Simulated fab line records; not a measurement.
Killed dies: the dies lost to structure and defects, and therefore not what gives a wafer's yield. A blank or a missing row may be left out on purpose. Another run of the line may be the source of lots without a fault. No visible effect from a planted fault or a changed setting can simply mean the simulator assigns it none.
Split-lot trial || flow n5 finfet || on a route of 1938 steps: 7 lots, 21 wafers read

== SPLIT DETAILS ==
At N5_PMOS_HMC_CHANNEL_EPI_EXPOSE_06 (exposes mask PMOS HMC BLK, target cd 240 nm), the setting dose mj was moved away from the recipe's 41 on 6 of the 21 wafers read, by -7.0% to +5.1%. For the rest of the wafers, this setting stayed at what the recipe calls for.

== FROM THE SPLIT ON TO THE READING: in between, the file shows 1 step ==
- N5_PMOS_HMC_CHANNEL_EPI_DEVELOP_08: develop time 30 s (also split here: develop time s)

== THE READING ==
cd nm (nm) at N5_PMOS_HMC_CHANNEL_EPI_CD_MEAS_09, where the cd target is 237.4 nm. A value of 237.2 nm with a standard deviation of 1.2 nm is what fault-free wafers of this fab line usually give.

{"wafer": "L074.1", "tool, chamber at the split": "arfi scanner-01, 0", "dose mj as run": 41, "against the recipe": "recipe", "cd nm, nm": 239.0, "against lot-mates on the recipe": "-"}
{"wafer": "L074.3", "tool, chamber at the split": "arfi scanner-01, 0", "dose mj as run": 38.15, "against the recipe": "-7.0%", "cd nm, nm": 233.2, "against lot-mates on the recipe": -5.8}
{"wafer": "L074.4", "tool, chamber at the split": "arfi scanner-01, 0", "dose mj as run": 38.15, "against the recipe": "-7.0%", "cd nm, nm": 231.8, "against lot-mates on the recipe": -7.2}
{"wafer": "L077.1", "tool, chamber at the split": "arfi scanner-02, 0", "dose mj as run": 41, "against the recipe": "recipe", "cd nm, nm": 237.9, "against lot-mates on the recipe": "-"}
{"wafer": "L077.2", "tool, chamber at the split": "arfi scanner-02, 0", "dose mj as run": 41, "against the recipe": "recipe", "cd nm, nm": 236.6, "against lot-mates on the recipe": "-"}
{"wafer": "L077.4", "tool, chamber at the split": "arfi scanner-02, 0", "dose mj as run": 38.46, "against the recipe": "-6.2%", "cd nm, nm": 232.7, "against lot-mates on the recipe": -4.6}
{"wafer": "L080.3", "tool, chamber at the split": "arfi scanner-01, 0", "dose mj as run": 43.09, "against the recipe": "+5.1%", "cd nm, nm": 242.2, "against lot-mates on the recipe": "+4.0"}
{"wafer": "L080.4", "tool, chamber at the split": "arfi scanner-01, 0", "dose mj as run": 43.09, "against the recipe": "+5.1%", "cd nm, nm": 241.0, "against lot-mates on the recipe": "+2.8"}
{"wafer": "L080.5", "tool, chamber at the split": "arfi scanner-01, 0", "dose mj as run": 41, "against the recipe": "recipe", "cd nm, nm": 238.2, "against lot-mates on the recipe": "-"}
{"wafer": "L085.2", "tool, chamber at the split": "arfi scanner-02, 0", "dose mj as run": 41, "against the recipe": "recipe", "cd nm, nm": 237.3, "against lot-mates on the recipe": "-"}
{"wafer": "L085.3", "tool, chamber at the split": "arfi scanner-02, 0", "dose mj as run": 41, "against the recipe": "recipe", "cd nm, nm": 235.9, "against lot-mates on the recipe": "-"}
{"wafer": "L085.4", "tool, chamber at the split": "arfi scanner-02, 0", "dose mj as run": 41, "against the recipe": "recipe", "cd nm, nm": 235.1, "against lot-mates on the recipe": "-"}
{"wafer": "L092.1", "tool, chamber at the split": "arfi scanner-03, 0", "dose mj as run": 41, "against the recipe": "recipe", "cd nm, nm": 235.2, "against lot-mates on the recipe": "-"}
{"wafer": "L092.2", "tool, chamber at the split": "arfi scanner-03, 0", "dose mj as run": 41, "against the recipe": "recipe", "cd nm, nm": 238.3, "against lot-mates on the recipe": "-"}
{"wafer": "L092.4", "tool, chamber at the split": "arfi scanner-03, 0", "dose mj as run": 41, "against the recipe": "recipe", "cd nm, nm": 236.4, "against lot-mates on the recipe": "-"}
{"wafer": "L093.1", "tool, chamber at the split": "arfi scanner-03, 0", "dose mj as run": 41, "against the recipe": "recipe", "cd nm, nm": 237.9, "against lot-mates on the recipe": "-"}
{"wafer": "L093.3", "tool, chamber at the split": "arfi scanner-03, 0", "dose mj as run": 41, "against the recipe": "recipe", "cd nm, nm": 236.5, "against lot-mates on the recipe": "-"}
{"wafer": "L093.4", "tool, chamber at the split": "arfi scanner-03, 0", "dose mj as run": 41, "against the recipe": "recipe", "cd nm, nm": 238.3, "against lot-mates on the recipe": "-"}
{"wafer": "L095.1", "tool, chamber at the split": "arfi scanner-03, 0", "dose mj as run": 41, "against the recipe": "recipe", "cd nm, nm": 234.7, "against lot-mates on the recipe": "-"}
{"wafer": "L095.2", "tool, chamber at the split": "arfi scanner-03, 0", "dose mj as run": 43.06, "against the recipe": "+5.0%", "cd nm, nm": 239.0, "against lot-mates on the recipe": "+3.3"}
{"wafer": "L095.5", "tool, chamber at the split": "arfi scanner-03, 0", "dose mj as run": 41, "against the recipe": "recipe", "cd nm, nm": 236.7, "against lot-mates on the recipe": "-"}

THE FIT
A straight line over all 21 wafers: cd nm changes by +0.689 nm for each +1% of dose mj; r = +0.87; the points scatter about the line by 1.3 nm.
The same after taking each lot's own level away (the mean of its wafers on the recipe; 21 wafers): +0.796 nm for each +1%; r = +0.94; scatter 0.93 nm.
That fit puts the effect of the largest move of dose mj on the reading at 5.5 nm.
Across the lots, their own levels run from 235.70 to 239.00 nm, a range of 2.8 times the standard deviation given above.
In other words, the slope is changed by the lot-to-lot level; the two fits disagree.
Check: with one of the wafers moved furthest among these (-7.0%) left out of the fit, the line predicts -5.67 nm for it against its lot-mates. It came out at -5.8 nm against them.

== FURTHER SPLITS ON THESE WAFERS ==
These wafers also went through other splits before the reading. Each is held against what the fit with the lots' levels taken away leaves over:
{"other split on the same wafers": "N5_WELL_APT_COAT_02 spin rpm", "wafers away from the commonest value": 5, "r with cd nm (lot level and that fit taken away)": "+0.15"}
{"other split on the same wafers": "N5_PMOS_HMC_CHANNEL_EPI_DEVELOP_08 develop time s", "wafers away from the commonest value": 8, "r with cd nm (lot level and that fit taken away)": -0.09}

== THE WHOLE CHAIN: every reading that the file lists as answering this split, in the file's order ==
{"step": "N5_PMOS_HMC_CHANNEL_EPI_CD_MEAS_09", "what it does": "target cd 237.4 nm", "reading": "cd nm", "change (the file's fit)": "+0.78 nm for each +1% of the setting", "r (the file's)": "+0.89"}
{"step": "N5_PMOS_HMC_CHANNEL_EPI_DESCUM_14", "what it does": "chemistry O2, time 7.9 s", "reading": "PMOS_HMC_CHANNEL_EPI.cd nm (the simulator's own value, which no gauge read)", "change (the file's fit)": "+0.782 nm for each +1% of the setting", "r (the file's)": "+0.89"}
{"step": "N5_PMOS_HMC_CHANNEL_EPI_ETCH_32", "what it does": "etches BARC in N2/H2, stops on SiO2, target depth 85.8 nm, time 50.3 s", "reading": "PMOS_HMC_CHANNEL_EPI.cd nm (the simulator's own value, which no gauge read)", "change (the file's fit)": "+0.823 nm for each +1% of the setting", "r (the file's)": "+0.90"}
{"step": "N5_PMOS_HMC_CHANNEL_EPI_HM_OPEN_15", "what it does": "chemistry CHF3/O2, target SiO2, target depth 40.6 nm, time 20.3 s", "reading": "PMOS_HMC_CHANNEL_EPI.cd nm (the simulator's own value, which no gauge read)", "change (the file's fit)": "+0.826 nm for each +1% of the setting", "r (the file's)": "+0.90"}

== FILE'S OWN FIT ==
cd nm changes by +0.78 nm for each +1% of dose mj, r = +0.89.
